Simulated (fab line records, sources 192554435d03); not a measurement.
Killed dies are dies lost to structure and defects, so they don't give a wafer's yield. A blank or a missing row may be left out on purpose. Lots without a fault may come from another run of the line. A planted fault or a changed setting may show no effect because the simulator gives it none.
Split-lot experiment | flow n5_finfet | 7 lots, 21 wafers read, on a route of 1938 steps

THE SPLIT
At N5_BEOL_M12_COAT_22 (resist thk 300 nm), the setting spin_rpm was moved away from the recipe's 2888 rpm on 7 of the 21 wafers read, by -9.9% to +10.2%. The other wafers ran this setting at the recipe's value.

The reading is taken at the split's own step.

THE READING
coat_of_BEOL_M12_COAT_22.thk_nm (the simulator's own value, which no gauge read), in nm, at N5_BEOL_M12_COAT_22 (resist thk 300 nm). The file gives no usual value for it. The 14 wafers here that ran the recipe average 300.3 nm, standard deviation 1 nm.

wafer  | tool, chamber at the split | spin_rpm as run, rpm | against the recipe | coat_of_BEOL_M12_COAT_22.thk_nm, nm | against lot-mates on the recipe
L078.2 | litho_track-04, 0          | 3183                 | +10.2%             | 286                                 | -14.2
L078.5 | litho_track-04, 0          | 3183                 | +10.2%             | 286                                 | -14.2
L078.4 | litho_track-04, 0          | 2888                 | recipe             | 300.2                               | -
L080.2 | litho_track-01, 0          | 2888                 | recipe             | 300.2                               | -
L080.3 | litho_track-01, 0          | 2888                 | recipe             | 299.8                               | -
L080.6 | litho_track-01, 0          | 2888                 | recipe             | 300.4                               | -
L085.1 | litho_track-05, 0          | 3046                 | +5.5%              | 294                                 | -8.6
L085.4 | litho_track-05, 0          | 2888                 | recipe             | 302.6                               | -
L085.6 | litho_track-05, 0          | 3046                 | +5.5%              | 293.8                               | -8.8
L083.2 | litho_track-04, 0          | 2888                 | recipe             | 300.8                               | -
L083.4 | litho_track-04, 0          | 2888                 | recipe             | 300.8                               | -
L083.5 | litho_track-04, 0          | 2888                 | recipe             | 301.6                               | -
L086.4 | litho_track-05, 0          | 2888                 | recipe             | 299.8                               | -
L086.5 | litho_track-05, 0          | 2602                 | -9.9%              | 315.2                               | +15.8
L086.6 | litho_track-05, 0          | 2888                 | recipe             | 299                                 | -
L091.3 | litho_track-05, 0          | 2888                 | recipe             | 300.6                               | -
L091.4 | litho_track-05, 0          | 3045                 | +5.4%              | 292.4                               | -8.2
L091.6 | litho_track-05, 0          | 3045                 | +5.4%              | 291.4                               | -9.2
L095.1 | litho_track-01, 0          | 2888                 | recipe             | 298.8                               | -
L095.3 | litho_track-01, 0          | 2888                 | recipe             | 298.8                               | -
L095.2 | litho_track-01, 0          | 2888                 | recipe             | 300.2                               | -

THE FIT
A straight line over all 21 wafers: coat_of_BEOL_M12_COAT_22.thk_nm changes by -1.42 nm for each +1% of spin_rpm; r = -0.99; the points scatter about the line by 1 nm.
The same after taking each lot's own level away (the mean of its wafers on the recipe; 21 wafers): -1.5 nm for each +1%; r = -1.00; scatter 0.62 nm.
On that fit, the largest move of spin_rpm shifts the reading by 15 nm.
The lots' own levels span 299.27 to 302.60 nm, that is 3.3 times the standard deviation above.
So the lot-to-lot level changes the slope little: the two slopes agree.
Check: with one of the wafers moved furthest among these (+10.2%) left out of the fit, the line predicts -15.6 nm for it against its lot-mates. It came out at -14.2 nm against them.

OTHER SPLITS ON THESE WAFERS
These wafers also went through other splits before the reading. Each is held against what the fit with the lots' levels taken away leaves over:
other split on the same wafers   | wafers away from the commonest value | r with coat_of_BEOL_M12_COAT_22.thk_nm (lot level and that fit taken away)
N5_BEOL_M7_DESCUM_33 time_s      | 7                                    | -0.17
N5_BEOL_M7_TRENCH_ETCH_37 bias_w | 13                                   | -0.55
N5_BEOL_M9_EXPOSE_25 dose_mj     | 5                                    | +0.03
N5_BEOL_M10_ETCH_41 source_w     | 3                                    | +0.38
N5_BEOL_M11_DESCUM_16 time_s     | 9                                    | -0.21
N5_BEOL_M11_COAT_22 spin_rpm     | 4                                    | -0.29

THE FILE'S OWN FIT
coat_of_BEOL_M12_COAT_22.thk_nm changes by -1.51 nm for each +1% of spin_rpm, r = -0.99.
